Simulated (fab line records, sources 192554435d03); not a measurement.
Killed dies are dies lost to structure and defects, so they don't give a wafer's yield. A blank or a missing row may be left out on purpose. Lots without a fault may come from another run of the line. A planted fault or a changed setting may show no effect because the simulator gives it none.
Split-lot experiment | flow n5_finfet | 7 lots, 39 wafers read, on a route of 1938 steps

THE SPLIT
At N5_HKMG_FIN_ETCH_58 (etches SOC in N2/H2, target depth 215.8 nm, time 741 s), the setting target_depth_a was moved away from the recipe's 2158 angstrom on 15 of the 39 wafers read, by -56.0% to +38.6%. The other wafers ran this setting at the recipe's value.

The reading is taken at the split's own step.

THE READING
SOC_of_HKMG_FIN_COAT_41.thk_nm (the simulator's own value, which no gauge read), in nm, at N5_HKMG_FIN_ETCH_58 (etches SOC in N2/H2, target depth 215.8 nm, time 741 s). The file gives no usual value for it. The 24 wafers here that ran the recipe average 85.9 nm, standard deviation 4.2 nm.

wafer  | tool, chamber at the split | target_depth_a as run, angstrom | against the recipe | SOC_of_HKMG_FIN_COAT_41.thk_nm, nm | against lot-mates on the recipe
L076.1 | rie_diel-05, 3             | 1257                            | -41.8%             | 179.8                              | +92.0
L076.2 | rie_diel-05, 2             | 1257                            | -41.8%             | 177                                | +89.2
L076.3 | rie_diel-05, 0             | 1257                            | -41.8%             | 177.6                              | +89.8
L076.4 | rie_diel-05, 1             | 2158                            | recipe             | 86.6                               | -
L076.5 | rie_diel-05, 0             | 2158                            | recipe             | 88.2                               | -
L076.6 | rie_diel-05, 1             | 2158                            | recipe             | 88.6                               | -
L075.1 | rie_diel-04, 3             | 2158                            | recipe             | 78                                 | -
L075.2 | rie_diel-04, 1             | 1273                            | -41.0%             | 175.2                              | +95.8
L075.3 | rie_diel-04, 2             | 1273                            | -41.0%             | 166.8                              | +87.4
L075.4 | rie_diel-04, 0             | 2158                            | recipe             | 84.6                               | -
L075.5 | rie_diel-04, 2             | 2158                            | recipe             | 75.6                               | -
L075.6 | rie_diel-04, 3             | 1273                            | -41.0%             | 168.8                              | +89.4
L082.1 | rie_diel-02, 1             | 2158                            | recipe             | 91.6                               | -
L082.2 | rie_diel-02, 0             | 2158                            | recipe             | 87.6                               | -
L082.3 | rie_diel-02, 0             | 2158                            | recipe             | 89                                 | -
L082.4 | rie_diel-02, 1             | 2992                            | +38.6%             | 11                                 | -78.4
L082.5 | rie_diel-02, 1             | 2992                            | +38.6%             | 14.8                               | -74.6
L082.6 | rie_diel-02, 0             | 2992                            | +38.6%             | 7.4                                | -82.0
L085.1 | rie_diel-04, 2             | 993.8                           | -53.9%             | 196.6                              | +111.3
L085.2 | rie_diel-04, 3             | 993.8                           | -53.9%             | 200.2                              | +114.9
L085.3 | rie_diel-04, 0             | 993.8                           | -53.9%             | 202                                | +116.7
L085.4 | rie_diel-04, 1             | 2158                            | recipe             | 89                                 | -
L085.5 | rie_diel-04, 3             | 2158                            | recipe             | 78.6                               | -
L085.6 | rie_diel-04, 0             | 2158                            | recipe             | 88.2                               | -
L086.1 | rie_diel-05, 2             | 948.8                           | -56.0%             | 206.4                              | +118.0
L086.2 | rie_diel-05, 1             | 2158                            | recipe             | 88.2                               | -
L086.3 | rie_diel-05, 3             | 2158                            | recipe             | 89.6                               | -
L086.4 | rie_diel-05, 0             | 948.8                           | -56.0%             | 207.2                              | +118.8
L086.5 | rie_diel-05, 0             | 2158                            | recipe             | 87.4                               | -
L086.6 | rie_diel-05, 3             | 948.8                           | -56.0%             | 208.4                              | +120.0
L091.1 | rie_diel-05, 0             | 2158                            | recipe             | 86.6                               | -
L091.4 | rie_diel-05, 2             | 2158                            | recipe             | 83.6                               | -
L091.5 | rie_diel-05, 0             | 2158                            | recipe             | 83.2                               | -
L094.1 | rie_diel-05, 3             | 2158                            | recipe             | 89.2                               | -
L094.2 | rie_diel-05, 1             | 2158                            | recipe             | 78.4                               | -
L094.3 | rie_diel-05, 2             | 2158                            | recipe             | 84.6                               | -
L094.4 | rie_diel-05, 0             | 2158                            | recipe             | 88                                 | -
L094.5 | rie_diel-05, 3             | 2158                            | recipe             | 90.6                               | -
L094.6 | rie_diel-05, 2             | 2158                            | recipe             | 86.8                               | -

THE FIT
A straight line over all 39 wafers: SOC_of_HKMG_FIN_COAT_41.thk_nm changes by -2.09 nm for each +1% of target_depth_a; r = -1.00; the points scatter about the line by 4.4 nm.
The same after taking each lot's own level away (the mean of its wafers on the recipe; 39 wafers): -2.12 nm for each +1%; r = -1.00; scatter 3.2 nm.
On that fit, the largest move of target_depth_a shifts the reading by 1.2e+02 nm.
The lots' own levels span 79.40 to 89.40 nm, that is 2.4 times the standard deviation above.
So the lot-to-lot level changes the slope little: the two slopes agree.
Check: with one of the wafers moved furthest among these (-56.0%) left out of the fit, the line predicts +120 nm for it against its lot-mates. It came out at +118 nm against them.

OTHER SPLITS ON THESE WAFERS
These wafers also went through other splits before the reading. Each is held against what the fit with the lots' levels taken away leaves over:
other split on the same wafers                 | wafers away from the commonest value | r with SOC_of_HKMG_FIN_COAT_41.thk_nm (lot level and that fit taken away)
N5_PMOS_HMC_CHANNEL_EPI_ETCH_38 target_depth_a | 15                                   | -0.10
N5_FIN_SAQP_SPACER2_ALD_28 target_thk_a        | 9                                    | -0.18

THE WHOLE CHAIN: every reading that the file lists as answering this split, in the file's order
step                | what it does                                           | reading                                                                         | change (the file's fit)              | r (the file's)
N5_HKMG_FIN_ETCH_58 | etches SOC in N2/H2, target depth 215.8 nm, time 741 s | etch.depth_nm (the simulator's own value, which no gauge read)                  | +2.13 nm for each +1% of the setting | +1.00
N5_HKMG_FIN_ETCH_58 | etches SOC in N2/H2, target depth 215.8 nm, time 741 s | HKMG_FIN.feature_depth_nm (the simulator's own value, which no gauge read)      | +2.13 nm for each +1% of the setting | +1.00
N5_HKMG_FIN_ETCH_58 | etches SOC in N2/H2, target depth 215.8 nm, time 741 s | SOC_of_HKMG_FIN_COAT_41.thk_nm (the simulator's own value, which no gauge read) | -2.13 nm for each +1% of the setting | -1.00

THE FILE'S OWN FIT
SOC_of_HKMG_FIN_COAT_41.thk_nm changes by -2.13 nm for each +1% of target_depth_a, r = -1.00.
